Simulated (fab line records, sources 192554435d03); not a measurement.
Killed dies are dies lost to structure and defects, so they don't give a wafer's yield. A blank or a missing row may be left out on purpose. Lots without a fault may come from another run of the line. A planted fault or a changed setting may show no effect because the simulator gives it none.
Problem report in the 8D (eight disciplines) form, filled by code | flow n5_finfet | the parts of the form that need people (team, actions taken, sign-off) are left out

1. THE PROBLEM
bias_w at N5_BEOL_M1_TRENCH_ETCH_37 reads a mean of 205.9 W on 2 wafers of 2 lots; wafers without a fault read 185.0 W with a standard deviation of 0.56. That is +37 standard deviations from the usual mean.
The step: etches SiOC in C4F6/O2, target depth 55.207 nm, time 29 s.
First seen on wafer L812.3, day 8 06:34, on rie_diel-03. The record holds 18 wafers of 6 lots with a number at this step. Rule for "out", or "out of limits": more than 4 standard deviations from the usual mean. The other wafers with a number count as sound.

2. WHAT IT IS AND WHAT IT IS NOT
question                    | is               | is not
which readings at this step | bias_w, rf_vpp_V | drypump_motor_current_A, oes_product_au, showerhead_plenum_p_Torr, throttle_valve_pct
which lots                  | L812, L813       | L806, L811, L823, L826
which wafers of those lots  | L812.3, L813.6   | L812.1, L812.4, L813.1, L813.4
read on which tools         | rie_diel-03      | rie_diel-02, rie_diel-06
when                        | from day 8 06:34 | up to then (5 sound wafers); but 11 sound wafers of L811, L813, L823, L826 came after

3. SUSPECTS, AND WHAT RULES EACH OUT
Counting: a tool at a process step up to the reading stays a suspect if it ran every lot that is out. Sound lots after the first of them don't rule it out here, since some wafers of a struck lot are sound.
- rie_diel-03 at N5_BEOL_M1_ETCHBACK_99 (etches SiO2 in CHF3, target depth 5 nm, time 10.4 s): kept. It ran every lot that is out, first L812 (day 8 06:19).
- rie_diel-03 at N5_BEOL_M1_VIA_ETCH_34 (etches the open film in C4F6/O2, target depth 67.8 nm, time 64.4 s): kept. It ran every lot that is out, first L812 (day 8 06:28).
- rie_diel-03 at N5_BEOL_M1_TRENCH_ETCH_37 (etches SiOC in C4F6/O2, target depth 55.207 nm, time 29 s): kept. It ran every lot that is out, first L812 (day 8 06:34). Its own readings are out on those wafers: bias_w, rf_vpp_V.
- Within rie_diel-03 at N5_BEOL_M1_ETCHBACK_99: the wafers that are out ran in chamber 2; their sound lot-mates ran in chambers 0, 3.
- Within rie_diel-03 at N5_BEOL_M1_VIA_ETCH_34: the wafers that are out ran in chamber 2; their sound lot-mates ran in chambers 0, 3.
- Within rie_diel-03 at N5_BEOL_M1_TRENCH_ETCH_37: the wafers that are out ran in chamber 2; their sound lot-mates ran in chambers 0, 3.
Left after counting: rie_diel-03 at N5_BEOL_M1_ETCHBACK_99, rie_diel-03 at N5_BEOL_M1_VIA_ETCH_34, rie_diel-03 at N5_BEOL_M1_TRENCH_ETCH_37.

4. THE CAUSE (what the simulator had put in)
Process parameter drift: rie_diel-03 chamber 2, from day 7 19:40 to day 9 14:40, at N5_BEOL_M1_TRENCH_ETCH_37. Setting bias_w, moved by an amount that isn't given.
Counting left 3 suspects, and this tool is among them.

5. THE CHAIN OF EFFECTS, in route order
Each row: a reading whose mean over the struck wafers that have a number lies more than 3 standard deviations from the usual. Only readings for which the record gives a usual standard deviation are gone through. hours: the time from each lot's start at the first step in this table that gives one to its start at this step, as a median over the lots. sigmas: the change in usual standard deviations.
hours | step                      | reading  | usual   | on struck wafers | change | sigmas
0     | N5_BEOL_M1_TRENCH_ETCH_37 | bias_w   | 185.0 W | 205.9            | +20.9  | +37
0     | N5_BEOL_M1_TRENCH_ETCH_37 | rf_vpp_V | 664 V   | 724              | +60    | +9.6
The process steps in it:
- N5_BEOL_M1_TRENCH_ETCH_37: etches SiOC in C4F6/O2, target depth 55.207 nm, time 29 s.
Later measuring or inspecting steps at which every struck wafer that the step has a row for has a number for every such reading, and none has moved that far: N5_BEOL_M4_RC_MEAS_101.

6. WHAT WOULD HAVE CAUGHT IT SOONER
In this record the first reading out of limits was taken at day 8 06:34, 11 hours after the fault began at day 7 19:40.
